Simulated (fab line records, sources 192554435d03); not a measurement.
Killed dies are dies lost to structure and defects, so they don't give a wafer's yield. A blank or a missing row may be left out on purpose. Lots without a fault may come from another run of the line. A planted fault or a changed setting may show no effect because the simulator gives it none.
fab line records | flow n5_finfet
record lots=4 wafers=12 last_day=16
route steps=1938 shown WELL_APT@46 PMOS_HMC_CHANNEL_EPI@57 SD_EPI_N@284 BEOL_M4@1111 PASSIVATION@1936
lots that met no fault: from a run of the same line without faults
start_h: hours from the record's first day to the start of the lot's first wafer shown | wait_h: hours since the lot's step before | " the same as in the row above | L1.1+2: a row that stands for several wafers | - no value, or no start given | * or withheld: withheld | < > ~ a bound
route shown NAME@n: a module of which the file shows steps, and the number in the route of the first | usual: mean/standard deviation of fault-free wafers | same: alike in all rows | chamber/n: place in a boat | sites: the reading at each site | _std_site: their standard deviation | _edge_site: outer sites' mean less inner sites' | radius_mm: how far each site lies from the wafer's centre | mask NAME#n: copy n | behind: the tool/chamber that last shaped the wafer | hold: why the lot was held/for how many hours/how that ended | device: the transistor (n, p or np) that didn't switch | end of line: the same wafers' tests at the end of the route | a step without rows: its recipe alone | killed: dies lost to structure and defects at the first sort, not the wafer's yield | map: a wafer's dies, x killed, . not, _ none there
set.NAME: the setting as run; set.NAME@STEP: as run at that earlier step | model.NAME: the simulator's own value behind a step, which no gauge read
lots at some steps of the route; a table a step, a row a wafer
services: from which hour (start_h, from the record's first day; less than 0 if before it) a tool's chamber was out of use, for how many hours, and why
## steps
# step N5_WELL_APT_DESCUM_30
# recipe chemistry=O2 time_s=7.9 source_power_w=50 bias_power_w=20 pressure_mtorr=20 rf_frequency_hz=2.712e+07 temp_c=40 o2_flow_sccm=225
# step N5_WELL_APT_IMPLANT_31
# recipe species=B energy_kev=60 dose_cm2=1.5e+13 tilt_deg=0 rotation_deg=0
# step N5_WELL_APT_IMPLANT_32
# recipe species=BF2 energy_kev=50 dose_cm2=2e+13 tilt_deg=0 rotation_deg=0
# step N5_WELL_APT_STRIP_33
# recipe chemistry=SPM time_s=900 temp_c=130 h2so4_h2o2_vol_ratio=4 dry=ipa_marangoni
# step N5_WELL_APT_RTA_34
# recipe temp_c=1000 time_s=10 ambient=N2 idle_temp_c=600 ramp_up_c_per_s=150 ramp_down_c_per_s=60 cool_to_c=600
# step N5_WELL_APT_OXIDE_STRIP_42
# recipe chemistry=dHF dilution=25:1 time_s=45 temp_c=25 target=SiO2 target_depth_a=120
# step N5_WELL_APT_PRECLEAN_36
# recipe chemistry=O3/DIW time_s=45 temp_c=22 o3_ppm=10
# step N5_WELL_APT_PRECLEAN_39
# recipe chemistry=dHF time_s=60 dilution=150:1 temp_c=25
# step N5_WELL_APT_SRD_37
# recipe dry=ipa_marangoni do_ppb=5 time_s=30 temp_c=23 rinse_liquid=diw
# step N5_WELL_APT_EPI_41
# recipe material=Si target_thk_a=500 temp_c=650 precursor=SiH4/H2 pressure_torr=20 time_s=297.7
# usual chamber_pressure_Torr=20.00/0.045 run_length_s=357/3.5 susceptor_temp_C_max=651.7/0.46 throttle_valve_pct=11.1/0.31
# columns lot.wafer tool chamber start_h wait_h chamber_pressure_Torr run_length_s susceptor_temp_C_max throttle_valve_pct model.Si_of_WELL_APT_EPI_41.thk_nm
L294.1 epi_rpcvd-03 0 52.51 0.0 19.90 356 651.9 11.6 50.27
L294.4 " 0 " " 19.98 355 651.8 11.6 51.03
L294.5 " 0 " " 19.95 355 651.4 11.3 50
L300.3 epi_rpcvd-03 0 88.71 0.3 20.05 182 - 11.4 19.81
L300.5 " 0 " " 19.92 183 - 11.4 20.1
L300.6 " 0 " " 20.10 183 - 11.5 20.37
L303.3 epi_rpcvd-03 0 106.53 0.2 19.98 176 - 11.6 19.83
L303.4 " 0 " " 19.98 176 - 11.1 20.33
L303.5 " 0 " " 20.03 175 - 11.6 19.36
L306.3 epi_rpcvd-01 0 124.49 0.2 20.02 355 651.9 11.1 50.82
L306.4 " 0 " " 19.95 357 652.0 10.9 49.66
L306.6 " 0 " " 20.02 355 651.4 11.2 49.56
# step N5_PMOS_HMC_CHANNEL_EPI_HM_DEP_34
# recipe material=SiO2 target_thk_a=360 temp_c=400 precursor=TEOS/O2 pressure_torr=6.5 rf_w=900 teos_flow_sccm=161.4 gas=O2 flow_sccm=2650 time_s=6.9
# step N5_PMOS_HMC_CHANNEL_EPI_COAT_31
# recipe resist=BARC temp_c=205 time_s=60 spin_rpm=1500 resist_thk_nm=66
# step N5_PMOS_HMC_CHANNEL_EPI_COAT_03
# recipe resist=CAR-ArF-block spin_rpm=1500 resist_thk_nm=205
# step N5_PMOS_HMC_CHANNEL_EPI_EBR_05
# recipe solvent=PGMEA ebr_width_mm=1.5
# step N5_PMOS_HMC_CHANNEL_EPI_SOFTBAKE_04
# recipe temp_c=110 time_s=60 resist=CAR-ArF-block
# step N5_PMOS_HMC_CHANNEL_EPI_EXPOSE_06
# recipe mask_id=PMOS_HMC_BLK na=1.35 source_shape=conventional sigma_outer=0.8 polarization=unpolarized target_cd_nm=240 dose_mj=41
# step N5_PMOS_HMC_CHANNEL_EPI_PEB_07
# recipe peb_temp_c=110 peb_time_s=60 resist=CAR-ArF-block
# step N5_PMOS_HMC_CHANNEL_EPI_DEVELOP_08
# recipe develop_time_s=30 developer=TMAH resist=CAR-ArF-block dev_temp_c=23 rinse_liquid=diw dry=air_spin
# step N5_PMOS_HMC_CHANNEL_EPI_DESCUM_14
# recipe chemistry=O2 time_s=7.9 source_power_w=50 bias_power_w=20 pressure_mtorr=20 rf_frequency_hz=2.712e+07 temp_c=40 resist=CAR-ArF-block o2_flow_sccm=225
# step N5_PMOS_HMC_CHANNEL_EPI_ETCH_32
# recipe chemistry=N2/H2 target=BARC stop_on=SiO2 target_depth_a=858 over_etch_frac=0.3 time_s=50.3 ion_energy_ev=200 mask_material=CAR-ArF-block pressure_mtorr=30 source_w=840 bias_w=150 n2_flow_sccm=200 h2_flow_sccm=200
# step N5_PMOS_HMC_CHANNEL_EPI_HM_OPEN_15
# recipe chemistry=CHF3/O2 target=SiO2 mask_material=CAR-ArF-block target_depth_a=406 CHF3_flow_sccm=50 O2_flow_sccm=5 Ar_flow_sccm=200 time_s=20.3 pressure_mtorr=30 source_w=650 bias_w=170 ion_energy_ev=200
# step N5_PMOS_HMC_CHANNEL_EPI_STRIP_33
# recipe chemistry=N2/H2 power_w=500 temp_c=40 pressure_mtorr=50 rf_frequency_hz=6e+07 overash_fraction=0.3 bias_power_w=8 h2_frac=0.5 n2_flow_sccm=300 h2_flow_sccm=300
# step N5_PMOS_HMC_CHANNEL_EPI_STRIP_17
# recipe chemistry=SPM time_s=750 temp_c=130 h2so4_h2o2_vol_ratio=4 dry=ipa_marangoni
# step N5_PMOS_HMC_CHANNEL_EPI_ETCH_38
# recipe chemistry=CF4 target=SiO2 target_depth_a=15 ion_energy_ev=350 pressure_mtorr=10 icp_w=800 bias_w=400 cf4_flow_sccm=80
# step N5_PMOS_HMC_CHANNEL_EPI_FIN_RECESS_16
# recipe chemistry=HBr/Cl2 target=Si mask_material=SiO2 target_depth_a=540 time_s=18 pressure_mtorr=10 icp_w=800 bias_w=75 HBr_flow_sccm=150 Cl2_flow_sccm=80
# step N5_PMOS_HMC_CHANNEL_EPI_PRECLEAN_36
# recipe chemistry=O3/DIW time_s=45 temp_c=22 o3_ppm=10
# step N5_PMOS_HMC_CHANNEL_EPI_PRECLEAN_18
# recipe chemistry=DHF time_s=30 temp_c=25 dilution=withheld
# step N5_PMOS_HMC_CHANNEL_EPI_SRD_19
# recipe dry=ipa_marangoni do_ppb=5 time_s=30 temp_c=23 rinse_liquid=diw
# step N5_PMOS_HMC_CHANNEL_EPI_EPI_20
# recipe material=SiGe30 mask_material=SiO2 pressure_torr=20 target_thk_a=590 temp_c=600
# step N5_PMOS_HMC_CHANNEL_EPI_HM_STRIP_35
# recipe chemistry=dHF temp_c=25 material=SiO2 target=SiO2 target_depth_a=396 time_s=216
# step N5_PMOS_HMC_CHANNEL_EPI_SRD_39
# recipe dry=ipa_marangoni time_s=30 temp_c=23 rinse_liquid=diw
# step N5_PMOS_HMC_CHANNEL_EPI_CMP_21
# recipe material=SiGe30 post_cmp_clean=alkaline_brush target_thk_nm=54
# step N5_PMOS_HMC_CHANNEL_EPI_PRECLEAN_40
# recipe chemistry=DHF time_s=30 temp_c=25 dilution=withheld
# step N5_PMOS_HMC_CHANNEL_EPI_PRECLEAN_37
# recipe chemistry=O3/DIW time_s=45 temp_c=22 o3_ppm=10
# step N5_SD_EPI_N_STRIP_18
# recipe chemistry=SPM time_s=750 temp_c=130 h2so4_h2o2_vol_ratio=4
# columns lot.wafer tool chamber start_h wait_h model.Si_of_WELL_APT_EPI_41.thk_nm
L294.1 wet_bench-02 0 85.72 0.0 8
L294.4 " 6 " " 10.2
L294.5 " 1 " " 8.4
L300.3 wet_bench-02 2 124.21 0.0 5.8
L300.5+6 " 0,1 " " 6
L303.3+5 wet_bench-03 0,3 140.43 0.0 5.8
L303.4 " 6 " " 6
L306.3 wet_bench-03 0 161.49 0.0 9.6
L306.4 " 4 " " 8.4
L306.6 " 1 " " 7.6
# step N5_BEOL_M4_RC_MEAS_101
# usual CJ_N=4.33/0.091 CJ_P=5.78/0.18 DIBL_N=36.2/1.7 DIBL_P=36.6/1.9 IOFF_N=0.16/0.032 IOFF_N_LONG=5.56e-05/2.5e-06 IOFF_P=0.21/0.037 IOFF_P_85C=3.6/0.54 IOFF_P_LIN=0.097/0.013 ION_N=675/12 ION_P=460/8.1 RS_NWELL=1039/6.4 RS_PWELL=3015/21 SS_N=71.4/0.58 SS_P=73.4/0.64 VT_N=249/3.2 VT_N_LONG=274.6/1.8 VT_N_LVT=96/3.6 VT_P=-252/3.4
# columns lot.wafer tool chamber start_h wait_h CJ_N CJ_P DIBL_N[mV/V] DIBL_P[mV/V] IOFF_N[nA/um] IOFF_N_LONG[nA/um] IOFF_P[nA/um] IOFF_P_85C[nA/um] IOFF_P_LIN[nA/um] ION_N[uA/um] ION_P[uA/um] RS_NWELL[ohm/sq] RS_PWELL[ohm/sq] SS_N[mV/dec] SS_P[mV/dec] VT_N[mV] VT_N_LONG[mV] VT_N_LVT[mV] VT_P[mV]
L294.1 prober-02 0 200.09 0.0 4.43 6.06 35.7 35.5 0.16 5.85e-05 0.20 3.5 0.097 666 455 1037 3011 71.5 73.1 248 272.9 99 -252
L294.4 " 0 " " 4.24 5.97 35.9 37.0 0.17 5.77e-05 0.23 3.9 0.106 678 467 1042 3042 71.0 73.7 245 272.3 95 -251
L294.5 " 0 " " 4.36 5.96 35.9 36.4 0.17 5.93e-05 0.22 3.7 0.105 692 470 1029 2978 71.6 73.3 246 273.3 97 -251
L300.3 prober-02 0 242.34 0.3 5.16 1.29 35.0 50.7 0.09 4.29e-05 1.11 14.7 0.174 590 461 1097 3358 71.9 85.9 265 292.4 111 -247
L300.5 " 0 " " 5.19 1.29 36.8 52.7 0.12 4.31e-05 1.33 17.0 0.203 603 484 1117 3357 71.9 85.5 260 293.7 106 -244
L300.6 " 0 " " 5.19 1.29 33.0 47.1 0.07 4.28e-05 0.83 11.6 0.148 587 460 1109 3338 71.3 84.8 267 292.8 112 -250
L303.3 prober-01 0 249.40 0.3 5.23 1.30 32.7 50.0 0.08 4.24e-05 0.93 12.6 0.150 590 456 1106 3358 70.3 86.5 264 293.0 108 -252
L303.4 " 0 " " 5.14 1.31 36.6 52.9 0.12 4.17e-05 1.04 13.9 0.171 598 462 1112 3340 71.2 84.9 262 294.8 107 -252
L303.5 " 0 " " 5.16 1.30 30.3 46.7 0.06 4.21e-05 0.65 9.2 0.121 586 457 1109 3353 70.3 83.2 266 295.1 112 -255
L306.3 prober-01 0 267.97 0.3 4.27 6.03 34.7 35.1 0.14 5.47e-05 0.16 3.0 0.083 666 446 1027 3037 71.2 73.4 253 275.2 97 -256
L306.4 " 0 " " 4.27 5.89 37.6 39.4 0.20 5.44e-05 0.23 4.0 0.105 682 460 1039 2999 71.6 74.8 247 275.0 93 -253
L306.6 " 0 " " 4.32 5.91 34.6 34.5 0.13 5.54e-05 0.15 2.8 0.080 665 447 1047 3017 70.6 73.1 253 274.1 97 -255
# step N5_PASSIVATION_PROBE_49
# usual defect_limited_yield=91.3/1.5 killed_at_M0_to_M3=35/10 killed_at_M4_up=12/4.6 killed_at_contacts=13/6.6 killed_at_front_end=39/11 killed_at_other=4/3.4 killed_dies=103/17 killed_open=67/13 killed_short=35/8.2 sort_bin_4_leakage=0/0 sort_bin_5_function=5.1/0.94 sort_bin_6_memory=3.2/0.7 sort_bin_8_speed=0.00/0.03 sort_n_pass=1077/17 sort_yield_pct=91.3/1.5
# same gross_dies=1180 killed_at_back_side=0
# columns lot.wafer tool chamber start_h wait_h defect_limited_yield[%] killed_at_M0_to_M3 killed_at_M4_up killed_at_contacts killed_at_front_end killed_at_other killed_dies killed_open killed_short sort_bin_4_leakage[%] sort_bin_5_function[%] sort_bin_6_memory[%] sort_bin_8_speed[%] sort_n_pass sort_yield_pct[%]
L294.1 prober-01 - 303.15 0.0 87.8 42 11 35 50 6 144 96 48 0 6.7 5.0 0 1036 87.8
L294.4 prober-01 - 303.30 0.2 92.5 46 10 13 18 1 88 58 30 0 4.2 3.1 0 1092 92.5
L294.5 prober-01 - 303.35 0.2 89.7 38 13 11 58 1 121 74 41 0 5.2 4.2 0 1059 89.7
L300.3 prober-01 - 337.60 0.1 92.5 34 11 2 39 3 89 59 29 92.29 4.7 2.5 0.17 0 0
L300.5 prober-01 - 337.70 0.2 89.9 53 13 2 46 5 119 83 35 89.92 5.5 4.2 0 0 0
L300.6 prober-01 - 337.75 0.3 89.8 57 8 11 43 1 120 77 40 83.05 5.4 4.3 6.78 0 0
L303.3 prober-02 - 352.80 0.1 92.3 27 4 15 38 7 91 58 33 90.59 5.0 2.3 1.69 0 0
L303.4 prober-02 - 352.85 0.2 91.7 37 10 11 32 8 98 59 39 91.19 5.3 2.5 0.51 0 0
L303.5 prober-02 - 352.90 0.2 92.4 34 7 12 29 8 90 57 33 50.34 4.7 2.7 42.03 0 0
L306.3 prober-01 - 384.05 0.1 93.5 19 13 10 34 1 77 48 28 0 3.7 2.4 0 1103 93.5
L306.4 prober-01 - 384.10 0.2 93.1 23 13 13 28 5 82 52 25 0 3.6 2.8 0 1098 93.1
L306.6 prober-01 - 384.20 0.3 91.5 35 11 18 28 8 100 77 21 0 4.5 3.9 0 1080 91.5
# killed by level:class
L294.1 MOL_CONTACT_COAG:geometric_particle:open=27 BEOL_M1:geometric_particle:open=10 GATE_CUT:geometric_particle:short=9 FIN_SAQP:geometric_particle:open=8 GATE_CUT:geometric_particle:open=8 MOL_CONTACT_COAG:geometric_particle:short=8 STI_FIN_REVEAL:geometric_particle:open=7 BEOL_M0_SAQP:geometric_particle:short=6
L294.4 BEOL_M2:geometric_particle:open=12 MOL_CONTACT_COAG:geometric_particle:open=9 BEOL_M1:geometric_particle:open=9 BEOL_M0:geometric_particle:open=6 MOL_CONTACT_COAG:geometric_particle:short=4 BEOL_M0_SAQP:geometric_particle:short=4 BEOL_M0_SAQP:geometric_particle:open=4 BEOL_M2:geometric_particle:short=4
L294.5 FIN_SAQP:geometric_particle:open=12 FIN_SAQP:geometric_particle:short=10 BEOL_M3:geometric_particle:open=8 STI_FIN_REVEAL:geometric_particle:open=7 MOL_CONTACT_COAG:geometric_particle:open=7 BEOL_M0:geometric_particle:open=7 BEOL_M1:geometric_particle:open=7 HKMG_FIN:area_etch=6
L300.3 STI_FIN_REVEAL:geometric_particle:open=18 BEOL_M3:geometric_particle:open=8 BEOL_M0_SAQP:geometric_particle:short=7 BEOL_M0_SAQP:geometric_particle:open=6 BEOL_M1:geometric_particle:open=6 FIN_SAQP:geometric_particle:short=5 STI_FIN_REVEAL:geometric_particle:short=4 BEOL_M4:geometric_particle:open=4
L300.5 FIN_SAQP:geometric_particle:open=16 BEOL_M0_SAQP:geometric_particle:open=13 BEOL_M0_SAQP:geometric_particle:short=11 BEOL_M3:geometric_particle:open=10 BEOL_M4:geometric_particle:open=7 STI_FIN_REVEAL:geometric_particle:open=6 BEOL_M0:geometric_particle:open=5 FIN_SAQP:geometric_particle:short=4
L300.6 BEOL_M1:geometric_particle:open=23 STI_FIN_REVEAL:geometric_particle:open=17 FIN_SAQP:geometric_particle:short=9 MOL_CONTACT_COAG:geometric_particle:open=8 BEOL_M2:geometric_particle:open=8 STI_FIN_REVEAL:geometric_particle:short=6 BEOL_M0_SAQP:geometric_particle:open=5 BEOL_M3:geometric_particle:short=4
L303.3 FIN_SAQP:geometric_particle:short=15 MOL_CONTACT_COAG:geometric_particle:open=14 FIN_SAQP:geometric_particle:open=9 BEOL_M2:geometric_particle:open=9 DUMMY_GATE:geometric_particle:open=6 BEOL_M0_SAQP:geometric_particle:short=5 MIM_TOP_ETCH:geometric_particle:open=4 BEOL_M2:geometric_particle:short=4
L303.4 MOL_CONTACT_COAG:geometric_particle:open=8 GATE_CUT:geometric_particle:short=7 BEOL_M3:geometric_particle:open=7 BEOL_M0_SAQP:geometric_particle:short=6 DUMMY_GATE:geometric_particle:open=5 GATE_CUT:geometric_particle:open=5 BEOL_M0_SAQP:geometric_particle:open=5 BEOL_M1:geometric_particle:short=5
L303.5 MOL_CONTACT_COAG:geometric_particle:open=11 BEOL_M3:geometric_particle:open=7 BEOL_M2:geometric_particle:open=7 BEOL_M0_SAQP:geometric_particle:short=6 FIN_SAQP:geometric_particle:short=5 BEOL_M1:geometric_particle:open=5 STARTING-WAFER:geometric_particle:short=5 MIM_TOP_ETCH:geometric_particle:open=5
L306.3 MOL_CONTACT_COAG:geometric_particle:open=10 BEOL_M4:geometric_particle:open=9 FIN_SAQP:geometric_particle:short=7 BEOL_M2:geometric_particle:open=6 FIN_SAQP:geometric_particle:open=5 GATE_CUT:geometric_particle:short=4 STARTING-WAFER:geometric_particle:short=4 DUMMY_GATE:geometric_particle:open=3
L306.4 FIN_SAQP:geometric_particle:short=10 MOL_CONTACT_COAG:geometric_particle:open=10 BEOL_M4:geometric_particle:open=7 BEOL_M2:geometric_particle:open=5 BEOL_M1:geometric_particle:open=5 BEOL_M0_SAQP:geometric_particle:open=4 BEOL_M3:geometric_particle:open=4 HKMG_FIN:area_etch=4
L306.6 MOL_CONTACT_COAG:geometric_particle:open=17 STI_FIN_REVEAL:geometric_particle:open=12 BEOL_M1:geometric_particle:open=11 FIN_SAQP:geometric_particle:short=6 BEOL_M0_SAQP:geometric_particle:open=5 BEOL_M3:geometric_particle:open=5 FIN_SAQP:geometric_particle:open=4 BEOL_M4:geometric_particle:open=4
# map L300.6 (x killed, . not)
_________________............________________
______________.................._____________
___________.....x..................__________
__________..............x..........._________
________..........x..........x.x......_______
_______.................x........x.....______
______.............xx....x..x..x..x....._____
_____......x.x...........................____
____....x.............x...........x.......___
___................x.......x............xx.__
___...............x..............x.........__
__......x..x.....x.x........................_
__....x......x...x...x........x............._
_.....x..x..........x...................x....
_.............x.........................x..x.
_.x...xx.........x.....x.............x.......
_............x.x..x.......................x.x
_......x.........x.......x.x...x.......x.....
_...........................x.........x..xx..
_....x...........x.x.x..x.x...x..............
_....x.........................x.........xx..
__.x..............xx..x...x...x.......x....x_
__..............x.........x...........x....._
___x.....x.......................x..x......__
___......................x..x..x..x........__
____x....x..xx........x..x.......x........___
_____..............x.x.......x...........____
______..x................x.x............_____
_______.x.x....................x......x______
________x.....x...............x..x...._______
__________.......x....x............._________
___________..x..............x.....x__________
______________...x.......x......_____________
_________________...x........________________
# map L303.4 (x killed, . not)
_________________............________________
______________..x..xx....x......_____________
___________........x...............__________
__________.........................._________
________...x.x.................x......_______
_______..x..xxx.......x.......x........______
______....xxxx..x................x..x..._____
_____...x.............x..xx..............____
____...x............x.....................___
___....................x..........x......x.__
___.......x....x..x......x.....x...........__
__....................................x....._
__.........x.......x..........x........x...._
_.x................x.........x...............
_......x......................x....x.x.......
_.x..x..............xx.x..........x..........
_............................x.......x.......
_.........................................x..
_...x...............x.........x.....x........
_.............x.......................x......
_.....x................x........x.......x...x
__..............................x......x...._
__.x...........................x...........x_
___.......x.x..............x.x.............__
___....x...........x.........x...........x.__
____......x......x..............x.........___
_____.....................x..............____
______.x..........x....................._____
_______.........................x......______
________.........x...........x........_______
__________....x.......x.........xx.._________
___________..........x.x...x.x..x..__________
______________.................._____________
_________________............________________
## services
# columns tool chamber start_h hours kind
epi_rpcvd-03 - 38.29 1.8 repair
epi_rpcvd-01 - 154.60 2.8 pm
wet_bench-02 - 158.65 4.3 repair
## key
first_sign step=N5_WELL_APT_EPI_41 reading=run_length_s direction=down sigmas=51 usual=* struck=*
effect step=N5_BEOL_M4_RC_MEAS_101 reading=CJ_P direction=down sigmas=25 usual=5.78 struck=1.30
effect step=N5_BEOL_M4_RC_MEAS_101 reading=IOFF_P direction=up sigmas=21 usual=0.21 struck=0.98
effect step=N5_BEOL_M4_RC_MEAS_101 reading=SS_P direction=up sigmas=18 usual=73.4 struck=85.1
effect step=N5_BEOL_M4_RC_MEAS_101 reading=IOFF_P_85C direction=up sigmas=18 usual=3.6 struck=13.2
effect step=N5_BEOL_M4_RC_MEAS_101 reading=RS_PWELL direction=up sigmas=16 usual=3015 struck=3350
effect step=N5_BEOL_M4_RC_MEAS_101 reading=RS_NWELL direction=up sigmas=11 usual=1039 struck=1108
effect step=N5_BEOL_M4_RC_MEAS_101 reading=VT_N_LONG direction=up sigmas=10 usual=274.6 struck=293.6
effect step=N5_BEOL_M4_RC_MEAS_101 reading=CJ_N direction=up sigmas=9.4 usual=4.33 struck=5.18
effect step=N5_BEOL_M4_RC_MEAS_101 reading=ION_N direction=down sigmas=7.1 usual=675 struck=592
effect step=N5_BEOL_M4_RC_MEAS_101 reading=DIBL_P direction=up sigmas=6.9 usual=36.6 struck=50.0
effect step=N5_BEOL_M4_RC_MEAS_101 reading=IOFF_N_LONG direction=down sigmas=5.3 usual=5.56e-05 struck=4.25e-05
effect step=N5_BEOL_M4_RC_MEAS_101 reading=IOFF_P_LIN direction=up sigmas=4.8 usual=0.097 struck=0.161
effect step=N5_PASSIVATION_PROBE_49 reading=sort_bin_4_leakage direction=up sigmas=99+ usual=0 struck=82.90
model_effect step=N5_WELL_APT_EPI_41 value=Si_of_WELL_APT_EPI_41.thk_nm without=50.26 struck=19.97
model_effect step=N5_SD_EPI_N_STRIP_18 value=Si_of_WELL_APT_EPI_41.thk_nm without=8.967 struck=5.9
met_at N5_WELL_APT_EPI_41
struck_wafers L300.3,L300.5,L300.6,L303.3,L303.4,L303.5
onset_between 52.51 88.71
fault kind=process_parameter_drift tool=epi_rpcvd-03 chamber=- onset_h=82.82 steps=N5_WELL_APT_EPI_41 channel=time_s offset=* shape=step end_h=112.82 acts_in=* stated=*
